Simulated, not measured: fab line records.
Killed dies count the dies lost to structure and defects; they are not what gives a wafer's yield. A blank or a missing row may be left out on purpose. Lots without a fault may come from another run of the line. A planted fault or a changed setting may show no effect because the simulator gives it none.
fab line records :: flow n5Finfet :: part 2 of 2: steps 4 to 6 of 6
record
  lots=23
  wafers=69
  lastDay=19
route steps=1938 shown BEOL_M11@1552 BEOL_M12@1622
lots that met no fault: from a run of the same line without faults
startH: start of the lot's first displayed wafer, in hours after the record's first day :: waitH: time in hours since the lot's previous step :: " the same as in the row above :: L1.1+2: a row that stands for several wafers :: - no value, or no start given :: * or withheld: withheld :: < > ~ a bound
route shown NAME@n: a module of which the file shows steps, and the number in the route of the first :: usual: mean/standard deviation taken from wafers without a fault :: same: alike in all rows :: chamber/n: place in a boat :: sites: per-site readings :: _std_site: the standard deviation of these :: _edge_site: the outer-site mean with the inner-site mean subtracted :: radiusMm: how far each site lies from the wafer's centre :: mask NAME#n: copy n :: behind: the last tool/chamber to shape the wafer :: hold: why the lot went on hold/how many hours it stayed there/how the hold came to an end :: device: whichever transistor did not switch (one of n, p or np) :: end of line: at the end of the route, the tests of the same wafers :: a step without rows: its recipe alone :: killed: at the first sort, the dies lost to defects and structure; wafer yield is something else :: map: a wafer's dies, marking killed ones x, the rest . and places with no die _
set.NAME: the setting as run; set.NAME@STEP: as run at that earlier step :: model.NAME: the simulator's own value behind a step, which no gauge read
steps of the route over a sample of lots; a table a step, a row a wafer
services: from which hour (startH, from the record's first day; less than 0 if before it) a tool's chamber was out of use, for how many hours, and why
## steps
# step N5_BEOL_M11_CURE_72
# recipe
  tempC=370
  timeS=120
  ambient=DMADMS/He
  material=SiCOH_lowk
# usual
  lampPowerPct=52.31/0.053
  wafer_temp_C_max=371.6/0.53
lot.wafer: L074.1
tool: uvCure-03
chamber: 0
startH: 244.65
waitH: 0.0
lampPowerPct: 52.32
wafer_temp_C_max: 371.5

lot.wafer: L074.5
tool: uvCure-03
chamber: 0
startH: 244.65
waitH: 0.0
lampPowerPct: 52.39
wafer_temp_C_max: 370.9

lot.wafer: L074.6
tool: uvCure-03
chamber: 0
startH: 244.65
waitH: 0.0
lampPowerPct: 52.28
wafer_temp_C_max: 371.3

lot.wafer: L075.2
tool: uvCure-03
chamber: 1
startH: 264.68
waitH: 0.1
lampPowerPct: 52.37
wafer_temp_C_max: 372.7

lot.wafer: L075.5
tool: uvCure-03
chamber: 1
startH: 264.68
waitH: 0.1
lampPowerPct: 52.36
wafer_temp_C_max: 371.5

lot.wafer: L075.6
tool: uvCure-03
chamber: 1
startH: 264.68
waitH: 0.1
lampPowerPct: 52.28
wafer_temp_C_max: 371.6

lot.wafer: L076.4
tool: uvCure-01
chamber: 1
startH: 265.36
waitH: 0.2
lampPowerPct: 52.37
wafer_temp_C_max: 372.0

lot.wafer: L076.5
tool: uvCure-01
chamber: 1
startH: 265.36
waitH: 0.2
lampPowerPct: 52.25
wafer_temp_C_max: 371.3

lot.wafer: L076.6
tool: uvCure-01
chamber: 1
startH: 265.36
waitH: 0.2
lampPowerPct: 52.24
wafer_temp_C_max: 371.6

lot.wafer: L077.1
tool: uvCure-03
chamber: 1
startH: 270.19
waitH: 0.0
lampPowerPct: 52.24
wafer_temp_C_max: 372.2

lot.wafer: L077.3
tool: uvCure-03
chamber: 1
startH: 270.19
waitH: 0.0
lampPowerPct: 52.34
wafer_temp_C_max: 372.0

lot.wafer: L077.6
tool: uvCure-03
chamber: 1
startH: 270.19
waitH: 0.0
lampPowerPct: 52.26
wafer_temp_C_max: 372.3

lot.wafer: L079.1
tool: uvCure-02
chamber: 2
startH: 270.94
waitH: 0.0
lampPowerPct: 52.36
wafer_temp_C_max: 371.7

lot.wafer: L079.3
tool: uvCure-02
chamber: 2
startH: 270.94
waitH: 0.0
lampPowerPct: 52.32
wafer_temp_C_max: 371.3

lot.wafer: L079.4
tool: uvCure-02
chamber: 2
startH: 270.94
waitH: 0.0
lampPowerPct: 52.27
wafer_temp_C_max: 371.6

lot.wafer: L078.4
tool: uvCure-01
chamber: 0
startH: 273.35
waitH: 0.2
lampPowerPct: 52.35
wafer_temp_C_max: 370.9

lot.wafer: L078.5
tool: uvCure-01
chamber: 0
startH: 273.35
waitH: 0.2
lampPowerPct: 52.34
wafer_temp_C_max: 371.7

lot.wafer: L078.6
tool: uvCure-01
chamber: 0
startH: 273.35
waitH: 0.2
lampPowerPct: 52.33
wafer_temp_C_max: 371.5

lot.wafer: L080.3
tool: uvCure-03
chamber: 1
startH: 274.95
waitH: 0.1
lampPowerPct: 52.20
wafer_temp_C_max: 371.3

lot.wafer: L080.4
tool: uvCure-03
chamber: 1
startH: 274.95
waitH: 0.1
lampPowerPct: 52.26
wafer_temp_C_max: 371.8

lot.wafer: L080.5
tool: uvCure-03
chamber: 1
startH: 274.95
waitH: 0.1
lampPowerPct: 52.30
wafer_temp_C_max: 372.2

lot.wafer: L081.2
tool: uvCure-03
chamber: 1
startH: 282.61
waitH: 0.1
lampPowerPct: 52.37
wafer_temp_C_max: 371.7

lot.wafer: L081.3
tool: uvCure-03
chamber: 1
startH: 282.61
waitH: 0.1
lampPowerPct: 52.31
wafer_temp_C_max: 372.3

lot.wafer: L081.5
tool: uvCure-03
chamber: 1
startH: 282.61
waitH: 0.1
lampPowerPct: 52.33
wafer_temp_C_max: 371.7

lot.wafer: L083.3
tool: uvCure-01
chamber: 2
startH: 301.81
waitH: 0.1
lampPowerPct: 52.31
wafer_temp_C_max: 371.0

lot.wafer: L083.4
tool: uvCure-01
chamber: 2
startH: 301.81
waitH: 0.1
lampPowerPct: 52.21
wafer_temp_C_max: 370.6

lot.wafer: L083.5
tool: uvCure-01
chamber: 2
startH: 301.81
waitH: 0.1
lampPowerPct: 52.25
wafer_temp_C_max: 370.9

lot.wafer: L082.2
tool: uvCure-03
chamber: 0
startH: 306.15
waitH: 0.3
lampPowerPct: 52.30
wafer_temp_C_max: 371.1

lot.wafer: L082.3
tool: uvCure-03
chamber: 0
startH: 306.15
waitH: 0.3
lampPowerPct: 52.28
wafer_temp_C_max: 371.4

lot.wafer: L082.6
tool: uvCure-03
chamber: 0
startH: 306.15
waitH: 0.3
lampPowerPct: 52.42
wafer_temp_C_max: 371.2

lot.wafer: L084.1
tool: uvCure-02
chamber: 2
startH: 310.34
waitH: 0.0
lampPowerPct: 52.25
wafer_temp_C_max: 371.6

lot.wafer: L084.4
tool: uvCure-02
chamber: 2
startH: 310.34
waitH: 0.0
lampPowerPct: 52.36
wafer_temp_C_max: 371.5

lot.wafer: L084.6
tool: uvCure-02
chamber: 2
startH: 310.34
waitH: 0.0
lampPowerPct: 52.35
wafer_temp_C_max: 371.7

lot.wafer: L086.1
tool: uvCure-01
chamber: 2
startH: 317.94
waitH: 0.0
lampPowerPct: 52.32
wafer_temp_C_max: 371.2

lot.wafer: L086.2
tool: uvCure-01
chamber: 2
startH: 317.94
waitH: 0.0
lampPowerPct: 52.32
wafer_temp_C_max: 371.0

lot.wafer: L086.3
tool: uvCure-01
chamber: 2
startH: 317.94
waitH: 0.0
lampPowerPct: 52.21
wafer_temp_C_max: 371.3

lot.wafer: L087.1
tool: uvCure-01
chamber: 1
startH: 333.29
waitH: 0.3
lampPowerPct: 52.31
wafer_temp_C_max: 371.2

lot.wafer: L087.2
tool: uvCure-01
chamber: 1
startH: 333.29
waitH: 0.3
lampPowerPct: 52.36
wafer_temp_C_max: 371.4

lot.wafer: L087.4
tool: uvCure-01
chamber: 1
startH: 333.29
waitH: 0.3
lampPowerPct: 52.29
wafer_temp_C_max: 371.5

lot.wafer: L088.1
tool: uvCure-01
chamber: 0
startH: 334.19
waitH: 0.7
lampPowerPct: 52.36
wafer_temp_C_max: 371.9

lot.wafer: L088.3
tool: uvCure-01
chamber: 0
startH: 334.19
waitH: 0.7
lampPowerPct: 52.29
wafer_temp_C_max: 372.0

lot.wafer: L088.5
tool: uvCure-01
chamber: 0
startH: 334.19
waitH: 0.7
lampPowerPct: 52.28
wafer_temp_C_max: 372.0

lot.wafer: L085.1
tool: uvCure-02
chamber: 2
startH: 334.56
waitH: 0.6
lampPowerPct: 52.28
wafer_temp_C_max: 371.2

lot.wafer: L085.4
tool: uvCure-02
chamber: 2
startH: 334.56
waitH: 0.6
lampPowerPct: 52.23
wafer_temp_C_max: 371.4

lot.wafer: L085.6
tool: uvCure-02
chamber: 2
startH: 334.56
waitH: 0.6
lampPowerPct: 52.30
wafer_temp_C_max: 371.6

lot.wafer: L090.1
tool: uvCure-01
chamber: 0
startH: 347.56
waitH: 0.0
lampPowerPct: 52.26
wafer_temp_C_max: 371.2

lot.wafer: L090.2
tool: uvCure-01
chamber: 0
startH: 347.56
waitH: 0.0
lampPowerPct: 52.27
wafer_temp_C_max: 371.3

lot.wafer: L090.6
tool: uvCure-01
chamber: 0
startH: 347.56
waitH: 0.0
lampPowerPct: 52.33
wafer_temp_C_max: 371.2

lot.wafer: L091.2
tool: uvCure-01
chamber: 1
startH: 354.52
waitH: 0.1
lampPowerPct: 52.50
wafer_temp_C_max: 370.7

lot.wafer: L091.3
tool: uvCure-01
chamber: 1
startH: 354.52
waitH: 0.1
lampPowerPct: 52.32
wafer_temp_C_max: 371.1

lot.wafer: L091.4
tool: uvCure-01
chamber: 1
startH: 354.52
waitH: 0.1
lampPowerPct: 52.30
wafer_temp_C_max: 370.7

lot.wafer: L089.2
tool: uvCure-03
chamber: 0
startH: 359.19
waitH: 0.1
lampPowerPct: 52.25
wafer_temp_C_max: 371.6

lot.wafer: L089.3
tool: uvCure-03
chamber: 0
startH: 359.19
waitH: 0.1
lampPowerPct: 52.36
wafer_temp_C_max: 371.5

lot.wafer: L089.6
tool: uvCure-03
chamber: 0
startH: 359.19
waitH: 0.1
lampPowerPct: 52.33
wafer_temp_C_max: 372.0

lot.wafer: L092.2
tool: uvCure-01
chamber: 0
startH: 375.55
waitH: 0.1
lampPowerPct: 52.32
wafer_temp_C_max: 371.6

lot.wafer: L092.4
tool: uvCure-01
chamber: 0
startH: 375.55
waitH: 0.1
lampPowerPct: 52.26
wafer_temp_C_max: 370.9

lot.wafer: L092.6
tool: uvCure-01
chamber: 0
startH: 375.55
waitH: 0.1
lampPowerPct: 52.33
wafer_temp_C_max: 371.2

lot.wafer: L096.1
tool: uvCure-03
chamber: 2
startH: 375.86
waitH: 0.0
lampPowerPct: 52.24
wafer_temp_C_max: 372.6

lot.wafer: L096.3
tool: uvCure-03
chamber: 2
startH: 375.86
waitH: 0.0
lampPowerPct: 52.33
wafer_temp_C_max: 371.8

lot.wafer: L096.5
tool: uvCure-03
chamber: 2
startH: 375.86
waitH: 0.0
lampPowerPct: 52.36
wafer_temp_C_max: 372.3

lot.wafer: L094.2
tool: uvCure-01
chamber: 1
startH: 377.99
waitH: 0.1
lampPowerPct: 52.34
wafer_temp_C_max: 371.2

lot.wafer: L094.3
tool: uvCure-01
chamber: 1
startH: 377.99
waitH: 0.1
lampPowerPct: 52.36
wafer_temp_C_max: 370.8

lot.wafer: L094.5
tool: uvCure-01
chamber: 1
startH: 377.99
waitH: 0.1
lampPowerPct: 52.23
wafer_temp_C_max: 371.1

lot.wafer: L095.1
tool: uvCure-03
chamber: 2
startH: 378.11
waitH: 0.0
lampPowerPct: 52.32
wafer_temp_C_max: 372.6

lot.wafer: L095.2
tool: uvCure-03
chamber: 2
startH: 378.11
waitH: 0.0
lampPowerPct: 52.40
wafer_temp_C_max: 372.4

lot.wafer: L095.4
tool: uvCure-03
chamber: 2
startH: 378.11
waitH: 0.0
lampPowerPct: 52.30
wafer_temp_C_max: 371.2

lot.wafer: L097.1
tool: uvCure-02
chamber: 2
startH: 405.89
waitH: 0.0
lampPowerPct: 52.31
wafer_temp_C_max: 372.1

lot.wafer: L097.4
tool: uvCure-02
chamber: 2
startH: 405.89
waitH: 0.0
lampPowerPct: 52.36
wafer_temp_C_max: 372.0

lot.wafer: L097.5
tool: uvCure-02
chamber: 2
startH: 405.89
waitH: 0.0
lampPowerPct: 52.45
wafer_temp_C_max: 371.5
# step N5_BEOL_M11_THK_MEAS_53
# recipe
  thkMeasGauge=xrf
  reads=Cu_of_BEOL_M11_ECD_50
# usual
  M11_THK=141/3.7
lot.wafer: L074.1
tool: filmMetro-01
chamber: -
startH: 246.66
waitH: -
M11_THK[nm]: 135

lot.wafer: L074.5
tool: filmMetro-01
chamber: -
startH: 246.66
waitH: -
M11_THK[nm]: 140

lot.wafer: L074.6
tool: filmMetro-01
chamber: -
startH: 246.66
waitH: -
M11_THK[nm]: 143

lot.wafer: L075.2
tool: filmMetro-02
chamber: -
startH: 266.80
waitH: -
M11_THK[nm]: 140

lot.wafer: L075.5
tool: filmMetro-02
chamber: -
startH: 266.80
waitH: -
M11_THK[nm]: 141

lot.wafer: L075.6
tool: filmMetro-02
chamber: -
startH: 266.80
waitH: -
M11_THK[nm]: 135

lot.wafer: L076.4
tool: filmMetro-01
chamber: -
startH: 267.95
waitH: -
M11_THK[nm]: 147

lot.wafer: L076.5
tool: filmMetro-01
chamber: -
startH: 267.95
waitH: -
M11_THK[nm]: 137

lot.wafer: L076.6
tool: filmMetro-01
chamber: -
startH: 267.95
waitH: -
M11_THK[nm]: 139

lot.wafer: L077.1
tool: filmMetro-01
chamber: -
startH: 272.52
waitH: -
M11_THK[nm]: 135

lot.wafer: L077.3
tool: filmMetro-01
chamber: -
startH: 272.52
waitH: -
M11_THK[nm]: 148

lot.wafer: L077.6
tool: filmMetro-01
chamber: -
startH: 272.52
waitH: -
M11_THK[nm]: 140

lot.wafer: L079.1
tool: filmMetro-02
chamber: -
startH: 273.27
waitH: -
M11_THK[nm]: 133

lot.wafer: L079.3
tool: filmMetro-02
chamber: -
startH: 273.27
waitH: -
M11_THK[nm]: 138

lot.wafer: L079.4
tool: filmMetro-02
chamber: -
startH: 273.27
waitH: -
M11_THK[nm]: 144

lot.wafer: L078.4
tool: filmMetro-01
chamber: -
startH: 276.80
waitH: -
M11_THK[nm]: 145

lot.wafer: L078.5
tool: filmMetro-01
chamber: -
startH: 276.80
waitH: -
M11_THK[nm]: 144

lot.wafer: L078.6
tool: filmMetro-01
chamber: -
startH: 276.80
waitH: -
M11_THK[nm]: 145

lot.wafer: L080.3
tool: filmMetro-01
chamber: -
startH: 277.03
waitH: -
M11_THK[nm]: 133

lot.wafer: L080.4
tool: filmMetro-01
chamber: -
startH: 277.03
waitH: -
M11_THK[nm]: 146

lot.wafer: L080.5
tool: filmMetro-01
chamber: -
startH: 277.03
waitH: -
M11_THK[nm]: 137

lot.wafer: L081.2
tool: filmMetro-02
chamber: -
startH: 285.65
waitH: -
M11_THK[nm]: 140

lot.wafer: L081.3
tool: filmMetro-02
chamber: -
startH: 285.65
waitH: -
M11_THK[nm]: 134

lot.wafer: L081.5
tool: filmMetro-02
chamber: -
startH: 285.65
waitH: -
M11_THK[nm]: 142

lot.wafer: L083.3
tool: filmMetro-01
chamber: -
startH: 305.20
waitH: -
M11_THK[nm]: 147

lot.wafer: L083.4
tool: filmMetro-01
chamber: -
startH: 305.20
waitH: -
M11_THK[nm]: 141

lot.wafer: L083.5
tool: filmMetro-01
chamber: -
startH: 305.20
waitH: -
M11_THK[nm]: 148

lot.wafer: L082.2
tool: filmMetro-02
chamber: -
startH: 308.68
waitH: -
M11_THK[nm]: 142

lot.wafer: L082.3
tool: filmMetro-02
chamber: -
startH: 308.68
waitH: -
M11_THK[nm]: 144

lot.wafer: L082.6
tool: filmMetro-02
chamber: -
startH: 308.68
waitH: -
M11_THK[nm]: 141

lot.wafer: L084.1
tool: filmMetro-02
chamber: -
startH: 312.23
waitH: -
M11_THK[nm]: 144

lot.wafer: L084.4
tool: filmMetro-02
chamber: -
startH: 312.23
waitH: -
M11_THK[nm]: 144

lot.wafer: L084.6
tool: filmMetro-02
chamber: -
startH: 312.23
waitH: -
M11_THK[nm]: 143

lot.wafer: L086.1
tool: filmMetro-01
chamber: -
startH: 321.02
waitH: -
M11_THK[nm]: 142

lot.wafer: L086.2
tool: filmMetro-01
chamber: -
startH: 321.02
waitH: -
M11_THK[nm]: 143

lot.wafer: L086.3
tool: filmMetro-01
chamber: -
startH: 321.02
waitH: -
M11_THK[nm]: 142

lot.wafer: L087.1
tool: filmMetro-02
chamber: -
startH: 335.07
waitH: -
M11_THK[nm]: 141

lot.wafer: L087.2
tool: filmMetro-02
chamber: -
startH: 335.07
waitH: -
M11_THK[nm]: 142

lot.wafer: L087.4
tool: filmMetro-02
chamber: -
startH: 335.07
waitH: -
M11_THK[nm]: 144

lot.wafer: L088.1
tool: filmMetro-02
chamber: -
startH: 336.73
waitH: -
M11_THK[nm]: 136

lot.wafer: L088.3
tool: filmMetro-02
chamber: -
startH: 336.73
waitH: -
M11_THK[nm]: 146

lot.wafer: L088.5
tool: filmMetro-02
chamber: -
startH: 336.73
waitH: -
M11_THK[nm]: 145

lot.wafer: L085.1
tool: filmMetro-02
chamber: -
startH: 337.69
waitH: -
M11_THK[nm]: 136

lot.wafer: L085.4
tool: filmMetro-02
chamber: -
startH: 337.69
waitH: -
M11_THK[nm]: 147

lot.wafer: L085.6
tool: filmMetro-02
chamber: -
startH: 337.69
waitH: -
M11_THK[nm]: 147

lot.wafer: L090.1
tool: filmMetro-01
chamber: -
startH: 350.59
waitH: -
M11_THK[nm]: 143

lot.wafer: L090.2
tool: filmMetro-01
chamber: -
startH: 350.59
waitH: -
M11_THK[nm]: 142

lot.wafer: L090.6
tool: filmMetro-01
chamber: -
startH: 350.59
waitH: -
M11_THK[nm]: 140

lot.wafer: L091.2
tool: filmMetro-01
chamber: -
startH: 358.10
waitH: -
M11_THK[nm]: 143

lot.wafer: L091.3
tool: filmMetro-01
chamber: -
startH: 358.10
waitH: -
M11_THK[nm]: 143

lot.wafer: L091.4
tool: filmMetro-01
chamber: -
startH: 358.10
waitH: -
M11_THK[nm]: 147

lot.wafer: L089.2
tool: filmMetro-02
chamber: -
startH: 362.67
waitH: -
M11_THK[nm]: 139

lot.wafer: L089.3
tool: filmMetro-02
chamber: -
startH: 362.67
waitH: -
M11_THK[nm]: 138

lot.wafer: L089.6
tool: filmMetro-02
chamber: -
startH: 362.67
waitH: -
M11_THK[nm]: 139

lot.wafer: L092.2
tool: filmMetro-01
chamber: -
startH: 378.17
waitH: -
M11_THK[nm]: 144

lot.wafer: L092.4
tool: filmMetro-01
chamber: -
startH: 378.17
waitH: -
M11_THK[nm]: 145

lot.wafer: L092.6
tool: filmMetro-01
chamber: -
startH: 378.17
waitH: -
M11_THK[nm]: 143

lot.wafer: L096.1
tool: filmMetro-01
chamber: -
startH: 378.96
waitH: -
M11_THK[nm]: 140

lot.wafer: L096.3
tool: filmMetro-01
chamber: -
startH: 378.96
waitH: -
M11_THK[nm]: 142

lot.wafer: L096.5
tool: filmMetro-01
chamber: -
startH: 378.96
waitH: -
M11_THK[nm]: 140

lot.wafer: L094.2
tool: filmMetro-01
chamber: -
startH: 380.65
waitH: -
M11_THK[nm]: 144

lot.wafer: L094.3
tool: filmMetro-01
chamber: -
startH: 380.65
waitH: -
M11_THK[nm]: 141

lot.wafer: L094.5
tool: filmMetro-01
chamber: -
startH: 380.65
waitH: -
M11_THK[nm]: 138

lot.wafer: L095.1
tool: filmMetro-01
chamber: -
startH: 380.91
waitH: -
M11_THK[nm]: 139

lot.wafer: L095.2
tool: filmMetro-01
chamber: -
startH: 380.91
waitH: -
M11_THK[nm]: 141

lot.wafer: L095.4
tool: filmMetro-01
chamber: -
startH: 380.91
waitH: -
M11_THK[nm]: 140

lot.wafer: L097.1
tool: filmMetro-02
chamber: -
startH: 408.20
waitH: -
M11_THK[nm]: 142

lot.wafer: L097.4
tool: filmMetro-02
chamber: -
startH: 408.20
waitH: -
M11_THK[nm]: 140

lot.wafer: L097.5
tool: filmMetro-02
chamber: -
startH: 408.20
waitH: -
M11_THK[nm]: 144
# step N5_BEOL_M12_CD_MEAS_17
# recipe
  targetCdNm=140
  polarity=opening
# usual
  cdNm=138/3
lot.wafer: L074.1
tool: cdSem-02
chamber: -
startH: 248.14
waitH: 0.0
cdNm: 134

lot.wafer: L074.5
tool: cdSem-02
chamber: -
startH: 248.14
waitH: 0.0
cdNm: 138

lot.wafer: L074.6
tool: cdSem-02
chamber: -
startH: 248.14
waitH: 0.0
cdNm: 137

lot.wafer: L075.2
tool: cdSem-02
chamber: -
startH: 268.19
waitH: 0.0
cdNm: 137

lot.wafer: L075.5
tool: cdSem-02
chamber: -
startH: 268.19
waitH: 0.0
cdNm: 138

lot.wafer: L075.6
tool: cdSem-02
chamber: -
startH: 268.19
waitH: 0.0
cdNm: 137

lot.wafer: L076.4
tool: cdSem-01
chamber: -
startH: 269.31
waitH: 0.0
cdNm: 138

lot.wafer: L076.5
tool: cdSem-01
chamber: -
startH: 269.31
waitH: 0.0
cdNm: 142

lot.wafer: L076.6
tool: cdSem-01
chamber: -
startH: 269.31
waitH: 0.0
cdNm: 140

lot.wafer: L077.1
tool: cdSem-02
chamber: -
startH: 273.78
waitH: 0.0
cdNm: 141

lot.wafer: L077.3
tool: cdSem-02
chamber: -
startH: 273.78
waitH: 0.0
cdNm: 141

lot.wafer: L077.6
tool: cdSem-02
chamber: -
startH: 273.78
waitH: 0.0
cdNm: 136

lot.wafer: L079.1
tool: cdSem-02
chamber: -
startH: 274.60
waitH: 0.0
cdNm: 141

lot.wafer: L079.3
tool: cdSem-02
chamber: -
startH: 274.60
waitH: 0.0
cdNm: 139

lot.wafer: L079.4
tool: cdSem-02
chamber: -
startH: 274.60
waitH: 0.0
cdNm: 143

lot.wafer: L078.4
tool: cdSem-01
chamber: -
startH: 278.05
waitH: 0.0
cdNm: 139

lot.wafer: L078.5
tool: cdSem-01
chamber: -
startH: 278.05
waitH: 0.0
cdNm: 140

lot.wafer: L078.6
tool: cdSem-01
chamber: -
startH: 278.05
waitH: 0.0
cdNm: 138

lot.wafer: L080.3
tool: cdSem-01
chamber: -
startH: 278.35
waitH: 0.0
cdNm: 134

lot.wafer: L080.4
tool: cdSem-01
chamber: -
startH: 278.35
waitH: 0.0
cdNm: 138

lot.wafer: L080.5
tool: cdSem-01
chamber: -
startH: 278.35
waitH: 0.0
cdNm: 136

lot.wafer: L081.2
tool: cdSem-02
chamber: -
startH: 287.23
waitH: 0.0
cdNm: 136

lot.wafer: L081.3
tool: cdSem-02
chamber: -
startH: 287.23
waitH: 0.0
cdNm: 139

lot.wafer: L081.5
tool: cdSem-02
chamber: -
startH: 287.23
waitH: 0.0
cdNm: 135

lot.wafer: L083.3
tool: cdSem-01
chamber: -
startH: 306.54
waitH: 0.0
cdNm: 135

lot.wafer: L083.4
tool: cdSem-01
chamber: -
startH: 306.54
waitH: 0.0
cdNm: 140

lot.wafer: L083.5
tool: cdSem-01
chamber: -
startH: 306.54
waitH: 0.0
cdNm: 138

lot.wafer: L082.2
tool: cdSem-02
chamber: -
startH: 309.89
waitH: 0.0
cdNm: 137

lot.wafer: L082.3
tool: cdSem-02
chamber: -
startH: 309.89
waitH: 0.0
cdNm: 139

lot.wafer: L082.6
tool: cdSem-02
chamber: -
startH: 309.89
waitH: 0.0
cdNm: 142

lot.wafer: L084.1
tool: cdSem-02
chamber: -
startH: 313.43
waitH: 0.0
cdNm: 141

lot.wafer: L084.4
tool: cdSem-02
chamber: -
startH: 313.43
waitH: 0.0
cdNm: 138

lot.wafer: L084.6
tool: cdSem-02
chamber: -
startH: 313.43
waitH: 0.0
cdNm: 136

lot.wafer: L086.1
tool: cdSem-01
chamber: -
startH: 322.23
waitH: 0.0
cdNm: 135

lot.wafer: L086.2
tool: cdSem-01
chamber: -
startH: 322.23
waitH: 0.0
cdNm: 135

lot.wafer: L086.3
tool: cdSem-01
chamber: -
startH: 322.23
waitH: 0.0
cdNm: 133

lot.wafer: L087.1
tool: cdSem-01
chamber: -
startH: 337.34
waitH: 0.0
cdNm: 139

lot.wafer: L087.2
tool: cdSem-01
chamber: -
startH: 337.34
waitH: 0.0
cdNm: 138

lot.wafer: L087.4
tool: cdSem-01
chamber: -
startH: 337.34
waitH: 0.0
cdNm: 136

lot.wafer: L088.1
tool: cdSem-02
chamber: -
startH: 338.43
waitH: 0.0
cdNm: 139

lot.wafer: L088.3
tool: cdSem-02
chamber: -
startH: 338.43
waitH: 0.0
cdNm: 141

lot.wafer: L088.5
tool: cdSem-02
chamber: -
startH: 338.43
waitH: 0.0
cdNm: 142

lot.wafer: L085.1
tool: cdSem-01
chamber: -
startH: 339.03
waitH: 0.0
cdNm: 139

lot.wafer: L085.4
tool: cdSem-01
chamber: -
startH: 339.03
waitH: 0.0
cdNm: 134

lot.wafer: L085.6
tool: cdSem-01
chamber: -
startH: 339.03
waitH: 0.0
cdNm: 135

lot.wafer: L090.1
tool: cdSem-01
chamber: -
startH: 351.93
waitH: 0.0
cdNm: 138

lot.wafer: L090.2
tool: cdSem-01
chamber: -
startH: 351.93
waitH: 0.0
cdNm: 137

lot.wafer: L090.6
tool: cdSem-01
chamber: -
startH: 351.93
waitH: 0.0
cdNm: 136

lot.wafer: L091.2
tool: cdSem-02
chamber: -
startH: 359.49
waitH: 0.0
cdNm: 136

lot.wafer: L091.3
tool: cdSem-02
chamber: -
startH: 359.49
waitH: 0.0
cdNm: 139

lot.wafer: L091.4
tool: cdSem-02
chamber: -
startH: 359.49
waitH: 0.0
cdNm: 131

lot.wafer: L089.2
tool: cdSem-01
chamber: -
startH: 364.09
waitH: 0.0
cdNm: 142

lot.wafer: L089.3
tool: cdSem-01
chamber: -
startH: 364.09
waitH: 0.0
cdNm: 141

lot.wafer: L089.6
tool: cdSem-01
chamber: -
startH: 364.09
waitH: 0.0
cdNm: 145

lot.wafer: L092.2
tool: cdSem-01
chamber: -
startH: 379.43
waitH: 0.0
cdNm: 136

lot.wafer: L092.4
tool: cdSem-01
chamber: -
startH: 379.43
waitH: 0.0
cdNm: 137

lot.wafer: L092.6
tool: cdSem-01
chamber: -
startH: 379.43
waitH: 0.0
cdNm: 135

lot.wafer: L096.1
tool: cdSem-01
chamber: -
startH: 380.20
waitH: 0.0
cdNm: 140

lot.wafer: L096.3
tool: cdSem-01
chamber: -
startH: 380.20
waitH: 0.0
cdNm: 142

lot.wafer: L096.5
tool: cdSem-01
chamber: -
startH: 380.20
waitH: 0.0
cdNm: 135

lot.wafer: L094.2
tool: cdSem-02
chamber: -
startH: 381.86
waitH: 0.0
cdNm: 138

lot.wafer: L094.3
tool: cdSem-02
chamber: -
startH: 381.86
waitH: 0.0
cdNm: 134

lot.wafer: L094.5
tool: cdSem-02
chamber: -
startH: 381.86
waitH: 0.0
cdNm: 139

lot.wafer: L095.1
tool: cdSem-02
chamber: -
startH: 382.25
waitH: 0.0
cdNm: 139

lot.wafer: L095.2
tool: cdSem-02
chamber: -
startH: 382.25
waitH: 0.0
cdNm: 135

lot.wafer: L095.4
tool: cdSem-02
chamber: -
startH: 382.25
waitH: 0.0
cdNm: 135

lot.wafer: L097.1
tool: cdSem-02
chamber: -
startH: 409.61
waitH: 0.0
cdNm: 141

lot.wafer: L097.4
tool: cdSem-02
chamber: -
startH: 409.61
waitH: 0.0
cdNm: 141

lot.wafer: L097.5
tool: cdSem-02
chamber: -
startH: 409.61
waitH: 0.0
cdNm: 140
## services
tool: rieDiel-01
chamber: 0
startH: 223.37
hours: 15.1
kind: repair

tool: rieDiel-01
chamber: 3
startH: 232.64
hours: 22.4
kind: repair

tool: rieDiel-03
chamber: -
startH: 244.35
hours: 28.1
kind: pm

tool: uvCure-03
chamber: -
startH: 273.94
hours: 0.3
kind: repair

tool: rieDiel-04
chamber: 2
startH: 292.60
hours: -
kind: clean

tool: rieDiel-04
chamber: 2
startH: 292.60
hours: -
kind: consumableReplace:focusRing

tool: rieDiel-04
chamber: 2
startH: 292.60
hours: -
kind: consumableReplace:showerhead

tool: rieDiel-04
chamber: 2
startH: 292.60
hours: 22.2
kind: scheduledDown

tool: rieDiel-04
chamber: 2
startH: 292.60
hours: 22.2
kind: ventCycle

tool: rieDiel-03
chamber: -
startH: 302.43
hours: 0.1
kind: repair

tool: rieDiel-04
chamber: -
startH: 305.71
hours: 4.3
kind: pm

tool: rieDiel-01
chamber: -
startH: 311.69
hours: 0.4
kind: repair

tool: uvCure-03
chamber: -
startH: 312.76
hours: 7.5
kind: pm

tool: uvCure-02
chamber: -
startH: 327.01
hours: 7.5
kind: pm

tool: uvCure-03
chamber: -
startH: 332.94
hours: 0.5
kind: repair

tool: uvCure-01
chamber: -
startH: 351.21
hours: 1.0
kind: pm

tool: uvCure-03
chamber: -
startH: 368.46
hours: 6.0
kind: pm

tool: rieDiel-04
chamber: 1
startH: 386.02
hours: 8.0
kind: repair

tool: uvCure-02
chamber: -
startH: 393.68
hours: 3.4
kind: pm
